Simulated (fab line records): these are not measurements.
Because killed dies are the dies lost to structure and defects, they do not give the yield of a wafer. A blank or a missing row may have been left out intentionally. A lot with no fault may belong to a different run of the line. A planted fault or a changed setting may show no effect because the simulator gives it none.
Which tool was responsible? -- flow n5_finfet -- Sampling: 24 lots, 72 wafers, 5 of 1938 route steps

WHAT THE GAUGES READ, wafer by wafer
N5_SDB_OVL_MEAS_12. Usual: SDB_OVL typically reads -0.4 nm, with standard deviation 0.74.
lot,measured,on,SDB_OVL (nm),flag
L074,day 3 20:23,overlay-01,-0.3 -0.3 -0.7,
L075,day 4 07:37,overlay-01,0.1 1.5 -0.2,
L076,day 4 04:50,overlay-01,1.0 0.1 -0.2,
L077,day 4 13:12,overlay-02,0.7 1.4 1.0,
L078,day 5 08:37,overlay-02,-0.6 0.4 -0.3,
L079,day 5 09:14,overlay-02,-1.6 -0.8 -1.3,
L080,day 5 10:55,overlay-02,-0.6 -1.8 -0.5,
L081,day 5 15:25,overlay-02,-0.4 -1.1 -0.4,
L082,day 5 16:29,overlay-02,-0.7 -0.9 0.2,
L083,day 5 23:46,overlay-01,1.0 0.7 0.6,
L084,day 6 07:17,overlay-01,-0.2 -0.3 -0.3,
L085,day 6 09:25,overlay-01,-0.2 -0.7 0.2,
L086,day 7 01:30,overlay-01,-0.6 -1.3 -1.0,
L087,day 7 03:21,overlay-02,0.3 -0.8 -0.4,
L088,day 7 06:43,overlay-02,-1.0 -1.1 -2.0,
L089,day 7 12:38,overlay-02,-1.1 0.4 -0.2,
L090,day 7 18:06,overlay-01,-0.8 -1.0 -1.0,
L091,day 7 23:47,overlay-02,-0.3 0.0 0.4,
L092,day 8 04:41,overlay-01,-0.3 -1.1 0.6,
L093,day 8 13:20,overlay-01,1.2 0.1 0.6,
L094,day 8 19:59,overlay-01,-0.1 0.4 -0.3,
L095,day 9 00:40,overlay-01,-0.8 -1.2 -0.7,
L096,day 9 12:08,overlay-01,-1.1 0.5 -0.4,
L097,day 9 15:49,overlay-02,0.7 -0.9 -1.7,

WHAT TOOL EACH LOT RAN ON (gives the tool, then ch and the chambers of the sampled wafers, and finally the start)
lot,N5_FIN_CUT_CUT_ETCH_15,N5_SD_EPI_N_DESCUM_14,N5_SD_EPI_N_ETCH_35,N5_ILD0_CMP_12
L074,"rie_si-05 ch 0,2,3, day 2 06:04","rie_diel-01 ch 0,1,2, day 3 04:33","rie_diel-01 ch 0,1,2, day 3 04:38","cmp-01 ch 0,1,2, day 3 19:32"
L075,"rie_si-03 ch 1,2,3, day 2 10:11","rie_diel-04 ch 0,2,3, day 3 11:35","rie_diel-04 ch 0,2,3, day 3 11:49","cmp-03 ch 0,1,2, day 4 07:01"
L076,"rie_si-03 ch 0,2, day 2 15:11","rie_diel-01 ch 0,1, day 3 12:34","rie_diel-01 ch 0,1, day 3 12:39","cmp-03 ch 0,1, day 4 04:00"
L077,"rie_si-03 ch 1,2, day 2 23:17","rie_diel-02 ch 0,1, day 3 20:34","rie_diel-02 ch 0,1, day 3 20:39","cmp-03 ch 0,3, day 4 12:24"
L078,"rie_si-03 ch 0,2,3, day 3 04:34","rie_diel-04 ch 0,2, day 4 00:28","rie_diel-04 ch 0,2, day 4 00:33","cmp-01 ch 0,1,2, day 5 07:54"
L079,"rie_si-04 ch 0,2,3, day 3 09:54","rie_diel-04 ch 0,2,3, day 4 09:02","rie_diel-04 ch 0,2,3, day 4 09:08","cmp-03 ch 0,2,3, day 5 08:29"
L080,"rie_si-04 ch 2,3, day 3 20:26","rie_diel-01 ch 0,1,2, day 4 16:43","rie_diel-01 ch 0,1,2, day 4 16:49","cmp-02 ch 0,1,2, day 5 10:07"
L081,"rie_si-05 ch 1,2, day 3 21:31","rie_diel-04 ch 1,2, day 4 20:33","rie_diel-04 ch 1,2, day 4 20:38","cmp-02 ch 0,1,3, day 5 14:38"
L082,"rie_si-03 ch 1,2,3, day 4 04:19","rie_diel-01 ch 0,1,3, day 5 00:22","rie_diel-01 ch 0,1,3, day 5 00:27","cmp-02 ch 1,2, day 5 15:38"
L083,"rie_si-03 ch 0,1,2, day 4 10:06","rie_diel-02 ch 1,3, day 5 07:19","rie_diel-02 ch 1,3, day 5 07:25","cmp-02 ch 0,2,3, day 5 23:06"
L084,"rie_si-04 ch 0,1,3, day 4 15:44","rie_diel-04 ch 0,2,3, day 5 13:50","rie_diel-04 ch 0,2,3, day 5 13:56","cmp-03 ch 0,1,3, day 6 06:35"
L085,"rie_si-03 ch 0,1,2, day 4 21:31","rie_diel-02 ch 1,2,3, day 5 17:32","rie_diel-02 ch 1,2,3, day 5 17:38","cmp-01 ch 0,2,3, day 6 08:42"
L086,"rie_si-04 ch 0,2,3, day 5 05:26","rie_diel-01 ch 0,3, day 6 06:11","rie_diel-01 ch 0,3, day 6 06:17","cmp-02 ch 2,3, day 7 00:49"
L087,"rie_si-04 ch 0,2,3, day 5 09:46","rie_diel-01 ch 0,1,3, day 6 09:46","rie_diel-01 ch 0,1,3, day 6 09:52","cmp-01 ch 1,2,3, day 7 02:33"
L088,"rie_si-03 ch 2,3, day 5 17:50","rie_diel-01 ch 0,3, day 6 14:20","rie_diel-01 ch 0,3, day 6 14:25","cmp-01 ch 0,1,3, day 7 06:00"
L089,"rie_si-03 ch 1,3, day 5 21:56","rie_diel-01 ch 0,2, day 6 17:46","rie_diel-01 ch 0,2, day 6 17:51","cmp-03 ch 0,2,3, day 7 11:49"
L090,"rie_si-03 ch 0,2,3, day 6 03:49","rie_diel-02 ch 2,3, day 7 01:24","rie_diel-02 ch 2,3, day 7 01:29","cmp-03 ch 0,1,3, day 7 17:16"
L091,"rie_si-05 ch 1,2, day 6 10:04","rie_diel-04 ch 0,1, day 7 07:02","rie_diel-04 ch 0,1, day 7 07:07","cmp-02 ch 2,3, day 7 22:56"
L092,"rie_si-03 ch 0,1,3, day 6 15:33","rie_diel-02 ch 2,3, day 7 11:34","rie_diel-02 ch 2,3, day 7 11:40","cmp-02 ch 0,1,3, day 8 03:55"
L093,"rie_si-05 ch 1,2, day 6 21:35","rie_diel-02 ch 1,2,3, day 7 19:01","rie_diel-02 ch 1,2,3, day 7 19:07","cmp-01 ch 0,1,3, day 8 12:37"
L094,"rie_si-05 ch 0,2,3, day 7 05:37","rie_diel-02 ch 0,2,3, day 8 03:11","rie_diel-02 ch 0,2,3, day 8 03:16","cmp-01 ch 1,2,3, day 8 19:11"
L095,"rie_si-05 ch 0,1,2, day 7 11:24","rie_diel-04 ch 0,1,2, day 8 07:55","rie_diel-04 ch 0,1,2, day 8 08:00","cmp-03 ch 0,2,3, day 8 23:59"
L096,"rie_si-03 ch 2,3, day 7 20:28","rie_diel-04 ch 1,2, day 8 19:57","rie_diel-04 ch 1,2, day 8 20:02","cmp-02 ch 0,1, day 9 11:17"
L097,"rie_si-03 ch 1,2, day 8 02:05","rie_diel-01 ch 1,2, day 8 23:33","rie_diel-01 ch 1,2, day 8 23:38","cmp-01 ch 0,1,3, day 9 14:59"
- N5_FIN_CUT_CUT_ETCH_15: etches Si in HBr/Cl2/O2, target depth 100 nm, bt time 10 s, time 42.4 s.
- N5_SD_EPI_N_DESCUM_14: chemistry O2, time 7.9 s.
- N5_SD_EPI_N_ETCH_35: etches SOC in N2/H2, overetch 108 nm, time 486 s.
- N5_ILD0_CMP_12: polishes SiNx, stops on poly-Si, t overpolish 6 s, target thk 17.67 nm.

AS READ BY THE TOOLS THEMSELVES (means over the sampled wafers that have a number; for cases with no such wafer, the mark the record gives instead)
N5_FIN_CUT_CUT_ETCH_15. Usual: drypump_motor_current_A 5.87 A, standard deviation 0.27; oes_product_au 0.995 a.u., standard deviation 0.013; throttle_valve_pct 37.1 %, standard deviation 0.35.
lot,tool,drypump_motor_current_A (A),oes_product_au (a.u.),throttle_valve_pct (%),flag
L074,rie_si-05,5.83,1.015,37.2,
L075,rie_si-03,5.97,0.995,37.0,
L076,rie_si-03,6.10,0.993,36.9,
L077,rie_si-03,6.05,0.995,37.2,
L078,rie_si-03,5.96,0.992,36.8,
L079,rie_si-04,5.64,0.991,37.6,
L080,rie_si-04,5.69,0.994,37.5,
L081,rie_si-05,5.67,1.000,37.5,
L082,rie_si-03,5.95,0.995,37.0,
L083,rie_si-03,6.00,0.988,37.0,
L084,rie_si-04,6.07,0.989,37.6,
L085,rie_si-03,6.00,0.987,37.0,
L086,rie_si-04,5.66,0.987,37.6,
L087,rie_si-04,5.65,0.990,37.6,
L088,rie_si-03,5.92,0.999,36.8,
L089,rie_si-03,5.79,0.998,36.9,
L090,rie_si-03,5.96,0.993,36.8,
L091,rie_si-05,5.67,0.998,37.5,
L092,rie_si-03,5.84,0.991,36.9,
L093,rie_si-05,5.67,0.997,37.5,
L094,rie_si-05,5.82,1.021,37.2,
L095,rie_si-05,5.80,1.008,37.3,
L096,rie_si-03,5.92,0.997,36.8,
L097,rie_si-03,6.15,0.996,37.0,

N5_SD_EPI_N_DESCUM_14. Usual: drypump_motor_current_A 5.5 A, standard deviation 0.36; oes_product_au 0.83 a.u., standard deviation 0.094; rf_vpp_V 243.9 V, standard deviation 1.2; showerhead_plenum_p_Torr 2.14 Torr, standard deviation 0.058; throttle_valve_pct 20.39 %, standard deviation 0.18.
lot,tool,drypump_motor_current_A (A),oes_product_au (a.u.),rf_vpp_V (V),showerhead_plenum_p_Torr (Torr),throttle_valve_pct (%),flag
L074,rie_diel-01,5.7,0.88,244.9,2.21,20.23,
L075,rie_diel-04,5.6,0.87,244.7,2.13,20.43,
L076,rie_diel-01,5.7,0.79,244.4,2.18,20.27,
L077,rie_diel-02,5.4,0.78,244.4,2.15,20.73,
L078,rie_diel-04,5.6,0.81,242.5,2.10,20.50,
L079,rie_diel-04,5.6,0.85,242.8,2.12,20.46,
L080,rie_diel-01,5.8,0.85,245.1,2.21,20.25,
L081,rie_diel-04,5.4,0.96,243.6,2.09,20.36,
L082,rie_diel-01,5.6,0.85,243.9,2.14,20.25,
L083,rie_diel-02,4.8,0.82,244.2,2.14,20.48,
L084,rie_diel-04,5.6,0.84,244.7,2.12,20.48,
L085,rie_diel-02,5.1,0.78,244.3,2.13,20.41,
L086,rie_diel-01,5.4,0.90,243.9,2.16,20.17,
L087,rie_diel-01,5.6,0.83,244.0,2.14,20.26,
L088,rie_diel-01,5.6,0.90,243.6,2.10,20.21,
L089,rie_diel-01,5.5,0.89,245.5,2.22,20.20,
L090,rie_diel-02,5.2,0.74,244.3,2.14,20.32,
L091,rie_diel-04,5.7,0.79,242.4,2.07,20.51,
L092,rie_diel-02,5.2,0.74,244.0,2.14,20.32,
L093,rie_diel-02,5.1,0.77,242.7,2.12,20.44,
L094,rie_diel-02,5.4,0.72,243.8,2.14,20.52,
L095,rie_diel-04,5.5,0.82,242.8,2.08,20.48,
L096,rie_diel-04,5.4,0.88,242.8,2.08,20.39,
L097,rie_diel-01,6.0,0.74,243.9,2.17,20.39,

N5_SD_EPI_N_ETCH_35. Usual: drypump_motor_current_A 5.5 A, standard deviation 0.36; oes_product_au 0.74 a.u., standard deviation 0.079; rf_vpp_V 241.4 V, standard deviation 1.2; showerhead_plenum_p_Torr 2.59 Torr, standard deviation 0.07; throttle_valve_pct 23.73 %, standard deviation 0.22.
lot,tool,drypump_motor_current_A (A),oes_product_au (a.u.),rf_vpp_V (V),showerhead_plenum_p_Torr (Torr),throttle_valve_pct (%),flag
L074,rie_diel-01,5.7,0.79,242.3,2.68,23.64,
L075,rie_diel-04,5.6,0.77,241.7,2.57,23.71,
L076,rie_diel-01,5.7,0.70,242.2,2.65,23.77,
L077,rie_diel-02,5.4,0.69,241.6,2.62,24.18,
L078,rie_diel-04,5.6,0.71,241.8,2.55,23.69,
L079,rie_diel-04,5.6,0.76,240.2,2.57,23.71,
L080,rie_diel-01,5.8,0.76,242.5,2.67,23.66,
L081,rie_diel-04,5.4,0.85,240.1,2.53,23.87,
L082,rie_diel-01,5.6,0.76,241.8,2.60,23.66,
L083,rie_diel-02,4.8,0.74,241.0,2.60,23.79,
L084,rie_diel-04,5.6,0.74,241.1,2.56,23.73,
L085,rie_diel-02,5.1,0.70,240.7,2.58,23.69,
L086,rie_diel-01,5.4,0.80,242.0,2.62,23.55,
L087,rie_diel-01,5.6,0.74,241.7,2.60,23.67,
L088,rie_diel-01,5.5,0.81,240.4,2.56,23.54,
L089,rie_diel-01,5.6,0.79,242.2,2.69,23.56,
L090,rie_diel-02,5.2,0.67,241.4,2.60,23.57,
L091,rie_diel-04,5.6,0.70,240.1,2.50,23.76,
L092,rie_diel-02,5.2,0.67,241.3,2.60,23.57,
L093,rie_diel-02,5.1,0.69,240.6,2.57,23.71,
L094,rie_diel-02,5.4,0.65,242.5,2.59,23.85,
L095,rie_diel-04,5.5,0.74,240.5,2.52,23.83,
L096,rie_diel-04,5.4,0.78,240.1,2.52,23.93,
L097,rie_diel-01,6.0,0.66,242.1,2.63,23.80,

N5_ILD0_CMP_12. Usual: edge_zone_pressure_frac 0.999, standard deviation 0.0047; motor_current_A 8.9 A, standard deviation 1; overpolish_run_s 6.000 s, standard deviation 0.0089; time_to_endpoint_s 29.3 s, standard deviation 2.6.
lot,tool,edge_zone_pressure_frac,motor_current_A (A),overpolish_run_s (s),time_to_endpoint_s (s),flag
L074,cmp-01,1.003,9.3,6.007,28.5,
L075,cmp-03,0.994,9.2,6.008,27.4,
L076,cmp-03,1.003,8.8,5.995,28.0,
L077,cmp-03,1.000,9.1,6.003,27.9,
L078,cmp-01,1.000,9.7,6.003,29.3,
L079,cmp-03,0.997,9.3,5.999,30.7,
L080,cmp-02,1.000,8.4,5.997,30.9,
L081,cmp-02,1.002,8.0,6.003,29.7,
L082,cmp-02,1.004,8.8,5.992,28.7,
L083,cmp-02,1.002,7.9,6.002,29.1,
L084,cmp-03,0.996,9.4,6.000,32.9,
L085,cmp-01,0.997,9.1,5.992,28.8,
L086,cmp-02,1.001,7.8,6.001,29.3,
L087,cmp-01,0.998,8.9,5.999,29.0,
L088,cmp-01,0.997,9.4,5.993,32.9,
L089,cmp-03,1.004,9.1,6.003,28.9,
L090,cmp-03,0.996,9.2,6.006,32.1,
L091,cmp-02,1.000,8.1,5.995,28.8,
L092,cmp-02,0.998,8.1,6.005,28.4,
L093,cmp-01,1.000,9.2,5.994,27.0,
L094,cmp-01,1.001,8.7,5.996,27.7,
L095,cmp-03,1.001,9.6,5.995,34.7,
L096,cmp-02,0.997,7.9,6.000,28.4,
L097,cmp-01,0.993,9.2,5.998,27.2,

THE ANSWER, worked out from the rows above alone
Rule: lot off if the mean of its wafers having a number is beyond 3 standard deviations from the usual mean. Also off: a lot with no number at a reading for which 4 or more lots have one. Any other lot the step has rows for is counted as sound. The gauges are gone through in route order, then the tools' own readings, and for those a lot's mean is taken as printed above. The first step at which some lot is off is used, and at that step the reading that is off furthest; a lot without a number counts as furthest.
No lot is off on any of the readings shown, so nothing can be concluded from this.

WHAT THE SIMULATOR HAD PUT IN
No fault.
